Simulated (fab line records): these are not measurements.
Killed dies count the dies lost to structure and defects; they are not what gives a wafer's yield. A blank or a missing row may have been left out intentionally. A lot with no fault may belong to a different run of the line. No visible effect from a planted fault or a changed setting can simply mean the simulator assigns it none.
Comparing a struck lot with a sound one + flow nand_harc + 18 out of 1159 route steps
Sound: the wafers L177.2, L177.3, L177.5. Wafers L168.3, L168.4, L168.6 were the ones struck. The cause comes at the end.
For every step that has rows: the tool of each side, followed by ch and its chambers, followed by its first start. Under that, the readings that differ: sound wafers + struck wafers + difference of the means + sigmas: that difference in standard deviations of wafers without a fault.
alike: readings with means less than 2 such deviations apart, plus words and numbers identical on both sides. not compared: withheld readings, readings lacking a value on some wafer, bounds such as >300 that could conceal the same value, and numbers that have no deviation in the record and whose values overlap.
The two part at a step that has a row with sigmas, a row that says differs or no value, or rows on one side only. Numbers that don't overlap but have no deviation are shown without sigmas and don't part them. A reading missing from all wafers of one side parts the sides only when that side holds two or more wafers.

first, 2 steps without rows for these wafers: NHARC_P_STI_SRD_39; NHARC_P_STI_OXIDE_40 (material SiO2, target thk 10 nm, ox time 1362 s).
NHARC_P_STI_INSPECT_25:
  sound on defect_inspect-01, day 7 12:58; struck on defect_inspect-01, day 5 12:40
  alike: raw_defect_count
then, 9 steps without rows for these wafers: NHARC_P_GATE_ETCH_69 (etches SiO2 in dHF, target depth 14 nm); NHARC_P_GATE_PRECLEAN_70 (cleans in SC1); NHARC_P_GATE_SRD_01; NHARC_P_GATE_OXIDE_02 (material SiO2, target thk 37.5 nm, ox time 365 s); NHARC_P_GATE_DEHYDRATE_03 (time 120 s); NHARC_P_GATE_HMDS_04 (time 30 s); NHARC_P_GATE_COAT_05; NHARC_P_GATE_SOFTBAKE_06 (time 95 s); NHARC_P_GATE_EBR_07.
NHARC_P_GATE_EXPOSE_08: exposes mask P HV.
  sound on krf_scanner-04 ch 0, day 7 23:31; struck on krf_scanner-04 ch 0, day 5 20:28
| reading | sound                | struck                     | difference | sigmas |
|---------|----------------------|----------------------------|------------|--------|
| mask    | P_HV#0 P_HV#0 P_HV#0 | P_HVPW#0 P_HVPW#0 P_HVPW#0 | differs    |        |
  alike: exposure_dose_mJ_cm2
then, 2 steps without rows for these wafers: NHARC_P_GATE_PEB_09 (peb time 85 s); NHARC_P_GATE_DEVELOP_10 (time 70 s).
NHARC_P_GATE_CD_MEAS_11 targets a cd of 1640 nm.
  sound on cd_sem-01 ch 0, day 7 23:40; struck on cd_sem-02 ch 0, day 5 20:38
| reading    | sound                | struck | difference                    | sigmas |
|------------|----------------------|--------|-------------------------------|--------|
| cd_nm (nm) | 1637.4 1636.7 1639.0 | - - -  | no value on the struck wafers |        |
then, 1 step without rows for these wafers: NHARC_P_GATE_HARDBAKE_12 (time 80 s).
-- the record jumps here: 15 days lie between the struck wafers' starts before and after (it left off in module P_GATE and takes up again in module END, whose first step shown is number 1159 of the route) --
NHARC_END_SORT_01:
  at this point the record logs the struck wafers (prober-02 ch 0, day 21 03:20) and has no rows for the sound ones

== WHERE THEY PART ==
First at NHARC_P_GATE_EXPOSE_08; last, within this record, at NHARC_END_SORT_01.

WHY: whatever the simulator had introduced
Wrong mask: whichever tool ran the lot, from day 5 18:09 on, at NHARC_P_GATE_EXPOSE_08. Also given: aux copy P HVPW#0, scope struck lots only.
